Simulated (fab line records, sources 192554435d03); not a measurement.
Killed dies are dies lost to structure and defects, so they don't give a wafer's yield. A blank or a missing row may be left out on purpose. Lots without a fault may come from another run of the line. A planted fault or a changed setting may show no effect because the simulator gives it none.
Which tool did it? | flow n5_finfet | 24 lots, 72 wafers sampled, at 5 steps of a route of 1938

WHAT THE GAUGES READ, wafer by wafer
N5_BEOL_M5_INSPECT_13: inspects for defects (brightfield).
lot  | measured     | on                | raw_defect_count
L074 | day 8 14:01  | defect_inspect-01 | 319 387 417
L076 | day 8 21:15  | defect_inspect-01 | 409 467 428
L075 | day 8 22:43  | defect_inspect-01 | 348 410 278
L077 | day 9 05:15  | defect_inspect-01 | 387 337 400
L078 | day 9 16:37  | defect_inspect-02 | 382 530 526
L079 | day 9 17:03  | defect_inspect-02 | 321 325 324
L080 | day 9 20:03  | defect_inspect-02 | 832 516 408
L081 | day 10 08:16 | defect_inspect-02 | 573 574 421
L083 | day 10 17:22 | defect_inspect-01 | 481 600 439
L082 | day 11 01:35 | defect_inspect-01 | 455 407 414
L084 | day 11 01:37 | defect_inspect-01 | 477 446 378
L085 | day 11 02:44 | defect_inspect-01 | 493 410 345
L087 | day 11 05:27 | defect_inspect-02 | 463 509 370
L086 | day 11 11:49 | defect_inspect-01 | 549 459 415
L089 | day 11 19:46 | defect_inspect-02 | 541 420 334
L088 | day 12 11:04 | defect_inspect-02 | 356 504 317
L090 | day 12 15:19 | defect_inspect-01 | 413 393 386
L091 | day 12 19:00 | defect_inspect-01 | 498 475 604
L092 | day 12 19:02 | defect_inspect-02 | 613 471 482
L093 | day 12 19:49 | defect_inspect-02 | 415 499 728
L094 | day 13 12:31 | defect_inspect-02 | 681 422 698
L095 | day 13 14:16 | defect_inspect-01 | 362 412 413
L096 | day 13 16:31 | defect_inspect-02 | 315 320 342
L097 | day 14 01:58 | defect_inspect-02 | 346 342 204

N5_BEOL_M5_CD_MEAS_35: target cd 28 nm, target cd y 24 nm.
lot  | measured     | on        | cd_nm (nm)
L074 | day 8 15:47  | cd_sem-01 | 27.9 27.5 27.7
L076 | day 8 23:10  | cd_sem-02 | 28.0 28.1 28.1
L075 | day 9 00:57  | cd_sem-01 | 27.7 27.8 28.2
L077 | day 9 06:43  | cd_sem-01 | 27.9 28.3 28.4
L078 | day 9 19:04  | cd_sem-02 | 28.0 28.2 27.7
L079 | day 9 19:09  | cd_sem-03 | 28.1 28.1 28.1
L080 | day 9 23:17  | cd_sem-03 | 27.3 27.4 27.0
L081 | day 10 10:23 | cd_sem-01 | 27.6 27.9 27.3
L083 | day 10 19:48 | cd_sem-03 | 27.9 28.1 28.8
L082 | day 11 05:05 | cd_sem-01 | 27.4 27.7 28.2
L084 | day 11 04:41 | cd_sem-01 | 27.8 27.6 27.5
L085 | day 11 05:13 | cd_sem-01 | 27.5 27.9 27.3
L087 | day 11 10:51 | cd_sem-01 | 27.3 27.4 27.8
L086 | day 11 13:29 | cd_sem-02 | 28.2 28.2 28.7
L089 | day 11 22:11 | cd_sem-02 | 28.1 27.4 27.4
L088 | day 12 12:46 | cd_sem-01 | 27.6 27.8 27.4
L090 | day 12 19:25 | cd_sem-03 | 27.8 27.9 27.9
L091 | day 12 20:44 | cd_sem-03 | 28.4 28.1 28.3
L092 | day 12 20:46 | cd_sem-01 | 28.3 27.7 28.2
L093 | day 12 21:46 | cd_sem-01 | 27.9 28.3 27.8
L094 | day 13 15:13 | cd_sem-03 | 28.2 28.3 28.0
L095 | day 13 15:46 | cd_sem-01 | 28.1 27.9 27.5
L096 | day 13 18:16 | cd_sem-02 | 27.9 27.9 27.8
L097 | day 14 04:53 | cd_sem-01 | 27.6 27.5 27.3

WHICH TOOL RAN EACH LOT (tool, then ch and the chambers of the sampled wafers, then the start)
lot  | N5_BEOL_M4_ANNEAL_87         | N5_BEOL_M4_CMP_52             | N5_BEOL_M5_HM_OPEN_17
L074 | pvd_sputter-02, day 8 09:31  | cmp-04 ch 1,2, day 8 11:07    | rie_metal-02 ch 0,1, day 8 14:17
L076 | pvd_sputter-03, day 8 14:46  | cmp-04 ch 1,2, day 8 16:19    | rie_metal-01 ch 0, day 8 21:39
L075 | pvd_sputter-01, day 8 18:27  | cmp-04 ch 1,2,3, day 8 20:05  | rie_metal-01 ch 0, day 8 23:09
L077 | pvd_sputter-02, day 9 00:53  | cmp-02 ch 0,2,3, day 9 02:25  | rie_metal-02 ch 0,1, day 9 05:32
L078 | pvd_sputter-01, day 9 11:43  | cmp-03 ch 0,3, day 9 13:14    | rie_metal-02 ch 0,1, day 9 16:55
L079 | pvd_sputter-03, day 9 11:52  | cmp-02 ch 0,1,3, day 9 13:38  | rie_metal-01 ch 0,1, day 9 17:24
L080 | pvd_sputter-03, day 9 15:02  | cmp-04 ch 0,3, day 9 16:46    | rie_metal-01 ch 1, day 9 20:25
L081 | pvd_sputter-01, day 10 02:48 | cmp-04 ch 0,3, day 10 04:19   | rie_metal-01 ch 0,1, day 10 08:55
L083 | pvd_sputter-03, day 10 10:46 | cmp-04 ch 0,3, day 10 12:16   | rie_metal-02 ch 0,1, day 10 17:40
L082 | pvd_sputter-03, day 10 18:26 | cmp-04 ch 2,3, day 10 19:57   | rie_metal-03 ch 0,1, day 11 01:56
L084 | pvd_sputter-01, day 10 19:48 | cmp-02 ch 0,1, day 10 21:21   | rie_metal-01 ch 0,1, day 11 02:09
L085 | pvd_sputter-03, day 10 21:58 | cmp-02 ch 1,3, day 10 23:34   | rie_metal-01 ch 0,1, day 11 03:01
L087 | pvd_sputter-01, day 10 23:37 | cmp-03 ch 0,1,2, day 11 01:14 | rie_metal-03 ch 0,1, day 11 05:55
L086 | pvd_sputter-03, day 11 07:26 | cmp-04 ch 0,1,3, day 11 08:59 | rie_metal-03 ch 0,1, day 11 12:07
L089 | pvd_sputter-01, day 11 15:09 | cmp-04 ch 1,2,3, day 11 16:44 | rie_metal-03 ch 0,1, day 11 20:03
L088 | pvd_sputter-01, day 12 05:54 | cmp-04 ch 0,1,3, day 12 07:36 | rie_metal-01 ch 1, day 12 11:20
L090 | pvd_sputter-01, day 12 09:14 | cmp-02 ch 1,2,3, day 12 10:51 | rie_metal-01 ch 1, day 12 15:41
L091 | pvd_sputter-01, day 12 13:08 | cmp-04 ch 0,2,3, day 12 14:39 | rie_metal-02 ch 0,1, day 12 19:17
L092 | pvd_sputter-03, day 12 13:42 | cmp-04 ch 0,1,2, day 12 15:28 | rie_metal-02 ch 0,1, day 12 19:29
L093 | pvd_sputter-02, day 12 14:44 | cmp-04 ch 1,2,3, day 12 16:17 | rie_metal-01 ch 1, day 12 20:13
L094 | pvd_sputter-02, day 13 08:00 | cmp-03 ch 0,2,3, day 13 09:52 | rie_metal-01 ch 0,1, day 13 12:47
L095 | pvd_sputter-01, day 13 09:41 | cmp-04 ch 0,1,2, day 13 11:24 | rie_metal-02 ch 0,1, day 13 14:33
L096 | pvd_sputter-01, day 13 12:01 | cmp-03 ch 0,1,3, day 13 13:31 | rie_metal-02 ch 0,1, day 13 16:47
L097 | pvd_sputter-03, day 13 19:49 | cmp-04 ch 1,2,3, day 13 21:22 | rie_metal-03 ch 0,1, day 14 02:17
- N5_BEOL_M4_ANNEAL_87: time 240 s.
- N5_BEOL_M4_CMP_52: polishes, stops on SiOC, t overpolish 6.8 s, target thk 40 nm.
- N5_BEOL_M5_HM_OPEN_17: chemistry Cl2/BCl3, target TiN, target depth 20 nm, overetch 6 nm.

WHAT THE TOOLS THEMSELVES READ (means of the sampled wafers that have a number; where no wafer has one, the mark that the record gives instead)
N5_BEOL_M4_ANNEAL_87.
lot  | tool           | heater_power_w (W)
L074 | pvd_sputter-02 | 794
L076 | pvd_sputter-03 | 885
L075 | pvd_sputter-01 | 951
L077 | pvd_sputter-02 | 775
L078 | pvd_sputter-01 | 835
L079 | pvd_sputter-03 | 901
L080 | pvd_sputter-03 | 852
L081 | pvd_sputter-01 | 949
L083 | pvd_sputter-03 | 819
L082 | pvd_sputter-03 | 837
L084 | pvd_sputter-01 | 824
L085 | pvd_sputter-03 | 854
L087 | pvd_sputter-01 | 725
L086 | pvd_sputter-03 | 810
L089 | pvd_sputter-01 | 772
L088 | pvd_sputter-01 | 816
L090 | pvd_sputter-01 | 733
L091 | pvd_sputter-01 | 839
L092 | pvd_sputter-03 | 888
L093 | pvd_sputter-02 | 875
L094 | pvd_sputter-02 | 871
L095 | pvd_sputter-01 | 852
L096 | pvd_sputter-01 | 838
L097 | pvd_sputter-03 | 881

N5_BEOL_M4_CMP_52.
lot  | tool   | barrier_field_endpoint_s (s) | clearing_platen_down_force_psi (psi) | clearing_platen_rpm (rpm) | edge_zone_pressure_frac | motor_current_A (A) | overpolish_run_s (s) | time_to_endpoint_s (s)
L074 | cmp-04 | 25.5                         | 1.498                                | 50.003                    | 1.000                   | 6.0                 | 6.789                | 65
L076 | cmp-04 | 25.4                         | 1.497                                | 49.990                    | 0.996                   | 6.6                 | 6.806                | 64
L075 | cmp-04 | 25.3                         | 1.501                                | 50.005                    | 1.000                   | 6.2                 | 6.795                | 61
L077 | cmp-02 | 24.6                         | 1.502                                | 49.996                    | 0.998                   | 6.2                 | 6.797                | 62
L078 | cmp-03 | 25.3                         | 1.501                                | 50.000                    | 0.995                   | 5.7                 | 6.793                | 63
L079 | cmp-02 | 25.4                         | 1.500                                | 49.990                    | 0.997                   | 5.9                 | 6.791                | 62
L080 | cmp-04 | 25.9                         | 1.498                                | 50.027                    | 1.005                   | 5.8                 | 6.796                | 68
L081 | cmp-04 | 25.6                         | 1.501                                | 49.983                    | 1.000                   | 6.0                 | 6.800                | 67
L083 | cmp-04 | 25.3                         | 1.498                                | 49.982                    | 0.998                   | 5.7                 | 6.802                | 66
L082 | cmp-04 | 24.2                         | 1.502                                | 50.004                    | 1.004                   | 6.6                 | 6.803                | 62
L084 | cmp-02 | 24.6                         | 1.499                                | 49.992                    | 0.998                   | 6.2                 | 6.798                | 64
L085 | cmp-02 | 25.0                         | 1.500                                | 49.987                    | 0.997                   | 5.8                 | 6.803                | 64
L087 | cmp-03 | 25.1                         | 1.501                                | 50.023                    | 1.002                   | 5.4                 | 6.805                | 61
L086 | cmp-04 | 25.5                         | 1.498                                | 49.996                    | 1.001                   | 5.8                 | 6.797                | 68
L089 | cmp-04 | 25.3                         | 1.498                                | 50.023                    | 0.996                   | 6.3                 | 6.807                | 64
L088 | cmp-04 | 24.8                         | 1.499                                | 49.971                    | 0.998                   | 5.8                 | 6.794                | 68
L090 | cmp-02 | 26.0                         | 1.500                                | 50.018                    | 0.999                   | 6.1                 | 6.802                | 68
L091 | cmp-04 | 25.0                         | 1.497                                | 49.974                    | 0.999                   | 6.4                 | 6.798                | 64
L092 | cmp-04 | 25.7                         | 1.498                                | 50.006                    | 1.003                   | 6.2                 | 6.801                | 67
L093 | cmp-04 | 25.0                         | 1.498                                | 49.994                    | 1.001                   | 6.2                 | 6.801                | 62
L094 | cmp-03 | 23.8                         | 1.501                                | 50.012                    | 1.000                   | 5.6                 | 6.796                | 57
L095 | cmp-04 | 25.5                         | 1.500                                | 49.999                    | 1.003                   | 6.2                 | 6.794                | 64
L096 | cmp-03 | 24.8                         | 1.498                                | 49.982                    | 1.006                   | 5.8                 | 6.810                | 62
L097 | cmp-04 | 25.1                         | 1.504                                | 50.005                    | 1.006                   | 6.2                 | 6.802                | 64

N5_BEOL_M5_HM_OPEN_17.
lot  | tool         | chamber_pressure_mTorr (mTorr) | drypump_motor_current_A (A) | mfc_ar_sccm (sccm) | mfc_cl2_sccm (sccm) | oes_product_au (a.u.) | throttle_valve_pct (%)
L074 | rie_metal-02 | 10.005                         | 6.1                         | 25.00              | 53.29               | 0.61                  | 22.11
L076 | rie_metal-01 | 9.993                          | 6.3                         | 24.99              | 53.43               | 0.53                  | 22.20
L075 | rie_metal-01 | 10.005                         | 6.3                         | 25.06              | 53.35               | 0.53                  | 22.19
L077 | rie_metal-02 | 10.004                         | 6.1                         | 24.92              | 53.25               | 0.60                  | 22.11
L078 | rie_metal-02 | 10.013                         | 6.3                         | 25.07              | 53.18               | 0.65                  | 22.09
L079 | rie_metal-01 | 10.004                         | 6.4                         | 24.94              | 53.21               | 0.65                  | 22.08
L080 | rie_metal-01 | 9.989                          | 6.6                         | 24.97              | 53.05               | 0.85                  | 21.86
L081 | rie_metal-01 | 9.998                          | 6.5                         | 24.89              | 53.16               | 0.73                  | 21.99
L083 | rie_metal-02 | 9.988                          | 6.3                         | 25.06              | 53.31               | 0.65                  | 22.10
L082 | rie_metal-03 | 10.002                         | 6.1                         | 25.05              | 53.18               | 0.67                  | 21.96
L084 | rie_metal-01 | 9.998                          | 6.3                         | 25.03              | 53.30               | 0.62                  | 22.11
L085 | rie_metal-01 | 10.000                         | 6.5                         | 25.00              | 53.28               | 0.72                  | 21.98
L087 | rie_metal-03 | 10.001                         | 6.1                         | 25.06              | 53.20               | 0.68                  | 21.94
L086 | rie_metal-03 | 9.998                          | 5.8                         | 25.00              | 53.43               | 0.64                  | 22.07
L089 | rie_metal-03 | 9.992                          | 5.7                         | 24.98              | 53.18               | 0.63                  | 22.07
L088 | rie_metal-01 | 9.997                          | 6.6                         | 25.03              | 53.43               | 0.80                  | 21.88
L090 | rie_metal-01 | 10.002                         | 6.6                         | 25.01              | 53.24               | 0.79                  | 21.91
L091 | rie_metal-02 | 9.989                          | 6.1                         | 24.97              | 53.27               | 0.60                  | 22.13
L092 | rie_metal-02 | 9.999                          | 6.1                         | 24.91              | 53.22               | 0.60                  | 22.14
L093 | rie_metal-01 | 10.001                         | 6.5                         | 24.96              | 53.17               | 0.80                  | 21.88
L094 | rie_metal-01 | 10.007                         | 6.5                         | 25.02              | 53.47               | 0.80                  | 21.93
L095 | rie_metal-02 | 9.999                          | 6.1                         | 24.96              | 53.24               | 0.59                  | 22.14
L096 | rie_metal-02 | 9.995                          | 6.1                         | 25.01              | 53.25               | 0.59                  | 22.14
L097 | rie_metal-03 | 9.998                          | 5.8                         | 25.04              | 53.28               | 0.63                  | 22.09

THE ANSWER, worked out from the rows above alone
Rule: what is usual is taken from the lots themselves. Put in order of their means at a reading, lots are off if they are a third of the lots or fewer, leave a main group of 4 or more, and stand apart from it by a gap of 3 or more times the standard deviation of the main group's means; of several such gaps the widest counts. A main group whose means are all the same, to the digits that the tables above print for the reading, isn't used. A lot without any number at a reading at which 4 lots or more have one is off too. The other lots that the step has rows for count as sound. The gauges are gone through in route order, then the tools' own readings, and for those a lot's mean is taken as printed above. The first step at which some lot is off is used, and at that step the reading that is off furthest; a lot without a number counts as furthest.
No lot is off at any reading shown: from this, nothing can be told.

WHAT THE SIMULATOR HAD PUT IN
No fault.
